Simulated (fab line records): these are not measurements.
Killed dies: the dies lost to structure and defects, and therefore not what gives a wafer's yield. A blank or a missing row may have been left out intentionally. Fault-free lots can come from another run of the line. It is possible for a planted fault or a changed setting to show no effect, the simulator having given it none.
What tool caused it?	flow n5Finfet	10 lots with 30 wafers sampled at 6 steps, on a route of 1938 steps

WHAT THE GAUGES SHOWED, per wafer
N5_BEOL_M9_INSPECT_58: inspects for defects (darkfield).
lot	measured	on	rawDefectCount
L850	day 9 19:20	defectInspect-01	65 92 64
L853	day 10 13:08	defectInspect-02	67 57 52
L855	day 11 23:32	defectInspect-01	32 38 56
L858	day 12 14:43	defectInspect-02	73 78 105
L857	day 12 15:47	defectInspect-02	114 63 56
L862	day 13 07:15	defectInspect-01	74 519 100
L864	day 13 15:49	defectInspect-02	533 56 50
L871	day 15 21:51	defectInspect-01	115 54 69
L872	day 16 04:32	defectInspect-02	44 59 60
L873	day 16 08:03	defectInspect-02	35 48 61

N5_BEOL_M10_INSPECT_13: inspects for defects (brightfield).
lot	measured	on	rawDefectCount
L850	day 9 21:34	defectInspect-02	386 481 455
L853	day 10 15:37	defectInspect-02	347 359 314
L855	day 12 02:03	defectInspect-02	383 464 463
L858	day 12 17:34	defectInspect-02	534 477 599
L857	day 12 17:36	defectInspect-01	421 305 373
L862	day 13 09:17	defectInspect-01	412 784 509
L864	day 13 18:20	defectInspect-02	861 535 609
L871	day 16 02:47	defectInspect-02	505 464 455
L872	day 16 06:17	defectInspect-02	370 338 393
L873	day 16 09:49	defectInspect-01	508 353 370

N5_BEOL_M10_INSPECT_30: inspects for defects (brightfield).
lot	measured	on	rawDefectCount
L850	day 9 22:51	defectInspect-02	390 449 451
L853	day 10 17:33	defectInspect-02	329 402 335
L855	day 12 04:25	defectInspect-02	376 445 455
L858	day 12 21:24	defectInspect-02	508 464 600
L857	day 12 21:14	defectInspect-01	393 307 379
L862	day 13 12:26	defectInspect-02	390 796 491
L864	day 13 21:17	defectInspect-02	869 503 610
L871	day 16 03:52	defectInspect-02	524 444 484
L872	day 16 08:21	defectInspect-01	383 386 356
L873	day 16 11:20	defectInspect-01	533 344 348

TOOL THAT RAN EACH LOT (tool first, then ch and the chambers of the sampled wafers, then the start)
lot	N5_BEOL_M9_STRIP_36	N5_BEOL_M9_SURFACE_TREAT_79	N5_BEOL_M9_CMP_52
L850	rieDiel-02 ch 0,1,3, day 9 16:33	pvdSputter-03, day 9 18:04	cmp-04 ch 0,1,2, day 9 18:51
L853	rieDiel-02 ch 0,3, day 10 09:57	pvdSputter-02, day 10 11:34	cmp-04 ch 1,2, day 10 12:41
L855	rieDiel-02 ch 1,2,3, day 11 21:08	pvdSputter-01, day 11 22:19	cmp-04 ch 1,2,3, day 11 23:08
L858	rieDiel-03 ch 0,1,2, day 12 10:01	pvdSputter-03, day 12 11:56	cmp-02 ch 0,1,3, day 12 14:16
L857	rieDiel-02 ch 2,3, day 12 13:17	pvdSputter-03, day 12 14:34	cmp-04 ch 0,2,3, day 12 15:25
L862	rieDiel-05 ch 0,2, day 13 04:18	pvdSputter-01, day 13 05:51	cmp-04 ch 0,3, day 13 06:50
L864	rieDiel-05 ch 0,1,3, day 13 12:41	pvdSputter-03, day 13 14:19	cmp-04 ch 0,3, day 13 15:24
L871	rieDiel-05 ch 0,1,3, day 15 19:26	pvdSputter-03, day 15 20:40	cmp-04 ch 1,2,3, day 15 21:22
L872	rieDiel-03 ch 0,2,3, day 16 01:59	pvdSputter-01, day 16 03:14	cmp-02 ch 0,1, day 16 04:05
L873	rieDiel-02 ch 0,2,3, day 16 05:11	pvdSputter-01, day 16 06:20	cmp-03 ch 0,1,2, day 16 07:35
- N5_BEOL_M9_STRIP_36: strips in N2/H2.
- N5_BEOL_M9_SURFACE_TREAT_79
- N5_BEOL_M9_CMP_52: polishes, stops on SiCOH lowk, t overpolish 7 s, target thk 140 nm.

WHAT THE TOOLS THEMSELVES READ (means of the sampled wafers that have a number; where no wafer has one, the mark that the record gives instead)
N5_BEOL_M9_STRIP_36.
lot	tool	drypumpMotorCurrentA (A)	h2FlowSccm (sccm)	oesProductAu (a.u.)	rfVppV (V)	showerheadPlenumPTorr (Torr)	throttleValvePct (%)
L850	rieDiel-02	5.9	199.6	0.73	60.7	2.61	23.51
L853	rieDiel-02	5.6	199.7	0.68	58.9	2.60	23.37
L855	rieDiel-02	6.1	199.4	0.79	59.3	2.64	23.51
L858	rieDiel-03	5.7	199.8	0.85	60.0	2.53	23.78
L857	rieDiel-02	6.1	199.8	0.74	60.3	2.65	23.60
L862	rieDiel-05	6.6	200.4	0.73	57.5	2.46	23.59
L864	rieDiel-05	5.9	200.6	0.79	60.1	2.55	23.66
L871	rieDiel-05	5.9	200.0	0.77	60.0	2.54	23.68
L872	rieDiel-03	5.6	200.1	0.80	61.0	2.56	23.80
L873	rieDiel-02	5.8	200.5	0.90	59.5	2.62	23.24

N5_BEOL_M9_CMP_52.
lot	tool	barrierFieldEndpointS (s)	motorCurrentA (A)	overpolishRunS (s)	platenRpm (rpm)	timeToEndpointS (s)
L850	cmp-04	29.8	5.9	6.997	50.03	70
L853	cmp-04	28.8	5.9	7.000	49.98	63
L855	cmp-04	28.3	6.0	7.004	50.01	64
L858	cmp-02	28.5	6.1	6.996	49.97	63
L857	cmp-04	28.4	6.1	7.000	50.01	64
L862	cmp-04	28.7	6.3	7.001	49.99	64
L864	cmp-04	29.8	6.4	6.998	50.01	68
L871	cmp-04	28.0	5.8	6.993	50.00	65
L872	cmp-02	29.4	6.3	7.012	50.00	69
L873	cmp-03	29.9	5.5	7.003	50.04	70

THE ANSWER, worked out from the rows above alone
Rule: the lots themselves supply what counts as usual. The widest of any qualifying gaps counts: lots, ordered by their means at a reading, are off when they make up no more than a third of the lots, leave a main group of 4 or more, and stand apart from it by 3 or more times the standard deviation of that group's means. Not used: any main group whose means are identical at the precision the tables above print for the reading. Also off: a lot with no number at a reading for which 4 or more lots have one. Where the step has rows for the other lots, those lots are counted as sound. First the gauges in route order, then the tools' own readings, where a lot's mean is used as printed above. At the first step where some lot is off, the reading lying furthest off is the one used; lots without a number count as furthest.
Off at N5_BEOL_M9_INSPECT_58 (rawDefectCount): L862, L864. The main group: mean 65, standard deviation 15.
A tool fits if, at a process step before that reading, it ran every lot that is off, and no sound lot after the first of them. Those tools and the gauges at N5_BEOL_M9_INSPECT_58 are tried in the same way. Of those tried, none fits.

WHAT THE SIMULATOR HAD INSERTED
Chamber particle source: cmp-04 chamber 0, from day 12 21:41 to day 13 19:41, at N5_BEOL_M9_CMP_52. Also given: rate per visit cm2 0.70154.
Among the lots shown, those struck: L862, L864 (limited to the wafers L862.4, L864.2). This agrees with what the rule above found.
